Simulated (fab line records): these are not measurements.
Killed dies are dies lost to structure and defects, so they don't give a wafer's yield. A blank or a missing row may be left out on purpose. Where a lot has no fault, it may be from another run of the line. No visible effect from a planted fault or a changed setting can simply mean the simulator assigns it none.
Which tool was responsible? ; flow nand_harc ; Sampling: 6 lots, 18 wafers, 5 of 1302 route steps

== WHAT THE GAUGES READ, wafer by wafer ==
NHARC_END_SORT_01.
lot;measured;on;killed_dies
L380;day 26 16:12;prober-01;86 73 56
L382;day 27 04:28;prober-01;112 113 118
L386;day 28 15:45;prober-01;46 46 46
L389;day 31 03:28;prober-01;66 77 86
L396;day 33 03:31;prober-01;61 62 65
L398;day 33 12:38;prober-01;34 49 42

== WHICH TOOL RAN EACH LOT (tool, then ch and the chambers of the sampled wafers, then the start) ==
lot;NHARC_A_STAIRCASE_ETCH_188;NHARC_A_STAIRCASE_TRIM_189;NHARC_A_STAIRCASE_ETCH_194;NHARC_A_STAIRCASE_TRIM_200
L380;rie_diel-09 ch 0,2,3, day 17 23:05 or earlier;rie_diel-09 ch 0,2,3, day 17 23:05 or earlier;rie_diel-09 ch 0,2,3, day 17 23:05 or earlier;rie_diel-01 ch 0,2,3, day 17 23:05
L382;rie_diel-09 ch 0,2,3, day 18 19:32 or earlier;rie_diel-09 ch 0,1,3, day 18 19:32 or earlier;rie_diel-09 ch 0,1,2, day 18 19:32 or earlier;rie_diel-09 ch 0,2, day 18 19:32
L386;rie_diel-04 ch 0,2, day 20 09:29 or earlier;rie_diel-04 ch 0,3, day 20 09:29 or earlier;rie_diel-04 ch 0,3, day 20 09:29 or earlier;rie_diel-04 ch 0,2, day 20 09:29
L389;rie_diel-01 ch 0,1,2, day 22 06:58 or earlier;rie_diel-01 ch 0,2,3, day 22 06:58 or earlier;rie_diel-01 ch 0,1, day 22 06:58 or earlier;rie_diel-01 ch 0,2,3, day 22 06:58
L396;rie_diel-04 ch 0,2, day 24 16:23 or earlier;rie_diel-04 ch 0,1,3, day 24 16:23 or earlier;rie_diel-04 ch 0,1,2, day 24 16:23 or earlier;rie_diel-04 ch 0,3, day 24 16:23
L398;rie_diel-09 ch 0,2,3, day 25 13:46 or earlier;rie_diel-09 ch 0,1,3, day 25 13:46 or earlier;rie_diel-09 ch 1,2,3, day 25 13:46 or earlier;rie_diel-04 ch 1,2,3, day 25 13:46
- NHARC_A_STAIRCASE_ETCH_188: etches the open film in C4F8/O2, target depth 100 nm, time 40.5 s.
- NHARC_A_STAIRCASE_TRIM_189: chemistry O2, time 211.2 s.
- NHARC_A_STAIRCASE_ETCH_194: etches the open film in C4F8/O2, target depth 100 nm, time 40.5 s.
- NHARC_A_STAIRCASE_TRIM_200: chemistry O2, time 211.2 s.

== THE ANSWER, worked out from the rows above alone ==
Rule: the lots themselves supply what counts as usual. Put in order of their means at a reading, lots are off if they are a third of the lots or fewer, leave a main group of 4 or more, and stand apart from it by a gap of 3 or more times the standard deviation of the main group's means; of several such gaps the widest counts. If all means in a main group match to the digits the tables above print for the reading, that group is not used. A lot without any number at a reading at which 4 lots or more have one is off too. Where the step has rows for the other lots, those lots are counted as sound.
No lot is off on any of the readings shown, so nothing can be concluded from this.

== WHAT WAS PUT IN BY THE SIMULATOR ==
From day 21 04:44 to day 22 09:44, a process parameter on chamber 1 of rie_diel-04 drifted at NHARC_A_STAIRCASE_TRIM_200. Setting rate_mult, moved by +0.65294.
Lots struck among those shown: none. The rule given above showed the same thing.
